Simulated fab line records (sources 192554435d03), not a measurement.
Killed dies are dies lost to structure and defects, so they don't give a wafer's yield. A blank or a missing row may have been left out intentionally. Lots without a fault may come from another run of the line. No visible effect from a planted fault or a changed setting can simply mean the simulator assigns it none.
A struck lot beside a sound one / flow n5_finfet / 15 steps out of a route of 1938
Sound: these wafers, L496.1, L496.3, L496.6. Wafers L485.2, L485.5, L485.6 were the ones struck. The cause is named last.
At each step with rows: each side's tool, then ch and its chambers, then its first start. Under that, the readings that differ: sound wafers / struck wafers / difference of the means / sigmas: that difference in standard deviations of wafers without a fault.
alike: same words and numbers on both sides, and readings whose means sit less than 2 such deviations apart. not compared: any withheld reading, any reading some wafer has no value for, any bound like >300 that may hide the same value, and any number with overlapping values for which the record gives no deviation.
The two part at a step that has a row with sigmas, a row that says differs or no value, or rows on one side only. Non-overlapping numbers with no deviation appear without sigmas and do not part them. Lack of a reading on every wafer of one side parts them only where that side has two or more wafers.

first, 7 steps without rows for these wafers: N5_MIM_BOT_LITHO_COAT_02; N5_MIM_BOT_LITHO_EBR_04; N5_MIM_BOT_LITHO_SOFTBAKE_03 (time 90 s); N5_MIM_BOT_LITHO_EXPOSE_05 (exposes mask MIM BOT); N5_MIM_BOT_LITHO_PEB_06; N5_MIM_BOT_LITHO_DEVELOP_07 (develop time 60 s); N5_MIM_BOT_LITHO_HARDBAKE_09 (time 120 s).
N5_MIM_BOT_LITHO_CD_MEAS_08 targets a cd of 3000 nm.
  sound on cd_sem-03 ch 0, day 16 18:22; struck on cd_sem-01 ch 0, day 15 17:19
  alike: cd_nm
N5_MIM_BOT_LITHO_OVL_MEAS_11:
  sound on overlay-01 ch 0, day 16 18:23; struck on overlay-02 ch 0, day 15 17:21
  alike: MIM_BOT_OVL
N5_MIM_BOT_LITHO_INSPECT_12: inspects for defects (macro).
  struck on defect_inspect-02, day 15 17:22; sound on defect_inspect-01, day 16 18:25
  alike: raw_defect_count
N5_MIM_BOT_LITHO_DESCUM_10: chemistry O2, time 7.9 s.
  sound on rie_diel-04 ch 0,1, day 16 18:27; struck on rie_diel-01 ch 0,1,2, day 15 17:24
  alike: drypump_motor_current_A, oes_product_au, rf_vpp_V, showerhead_plenum_p_Torr, temp_c, throttle_valve_pct
  not compared: rf_hours_counter_h
N5_MIM_BOT_ETCH_ETCH_04: etches SiNx in CF4/O2, target depth 26 nm, time 13 s.
  sound on rie_diel-04 ch 0,1, day 16 18:31; struck on rie_diel-01 ch 0,1,2, day 15 17:28
  alike: O2_flow_sccm, drypump_motor_current_A, oes_product_au, rf_fwd_power_W, rf_vpp_V, showerhead_plenum_p_Torr, throttle_valve_pct
  not compared: rf_hours_counter_h
N5_MIM_BOT_ETCH_ETCH_03: etches the open film in Cl2/BCl3, target depth 12 nm.
  sound on rie_metal-01 ch 0,1, day 16 18:36; struck on rie_metal-02 ch 0,1, day 15 17:34
reading=he_backside_leak_sccm (sccm); sound=3.1 3.3 3.3; struck=5.6 3.3 3.6; difference=+0.9; sigmas=+3
reading=rf_fwd_power_W (W); sound=795.0 793.6 793.7; struck=1276.3 1271.0 1277.4; difference=+480.8; sigmas=+99 or more
reading=model.etch.depth_nm (nm); sound=11.64 11.6 11.84; struck=17.81 18.51 17.75; difference=+6.33; sigmas=
reading=model.MIM_BOT_ETCH.cd_offset_nm (nm); sound=-0.6 -0.2 -0.2; struck=-2.4 -3.2 -2.6; difference=-2.4; sigmas=
  alike: drypump_motor_current_A, oes_product_au, throttle_valve_pct
  not compared: rf_hours_counter_h, model.coat_of_MIM_BOT_LITHO_COAT_02.thk_nm
N5_MIM_BOT_ETCH_ETCH_00: etches TiN in Cl2/BCl3, target depth 45.5 nm.
  sound on rie_metal-01 ch 0,1, day 16 18:41; struck on rie_metal-02 ch 0,1, day 15 17:39
reading=model.MIM_BOT_ETCH.cd_offset_nm (nm); sound=-0.6 -0.2 -0.4; struck=-2.4 -3.6 -2.6; difference=-2.5; sigmas=
  alike: drypump_motor_current_A, he_backside_leak_sccm, oes_product_au, rf_fwd_power_W, throttle_valve_pct
  not compared: rf_hours_counter_h, model.coat_of_MIM_BOT_LITHO_COAT_02.thk_nm
N5_MIM_BOT_ETCH_STRIP_01: strips in O2.
  sound on rie_diel-01 ch 0,3, day 16 18:50; struck on rie_diel-02 ch 0,2, day 15 17:47
  alike: drypump_motor_current_A, oes_product_au, rf_vpp_V, showerhead_plenum_p_Torr, temp_c, throttle_valve_pct
  not compared: rf_hours_counter_h

== WHERE THEY PART ==
Only at N5_MIM_BOT_ETCH_ETCH_03, within this record. Later steps at which nothing parts them and some readings are alike: N5_MIM_BOT_ETCH_ETCH_00, N5_MIM_BOT_ETCH_STRIP_01.

WHY: what the simulator had put in
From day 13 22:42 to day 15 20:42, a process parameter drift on rie_metal-02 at N5_MIM_BOT_ETCH_ETCH_03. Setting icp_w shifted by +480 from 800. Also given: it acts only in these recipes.
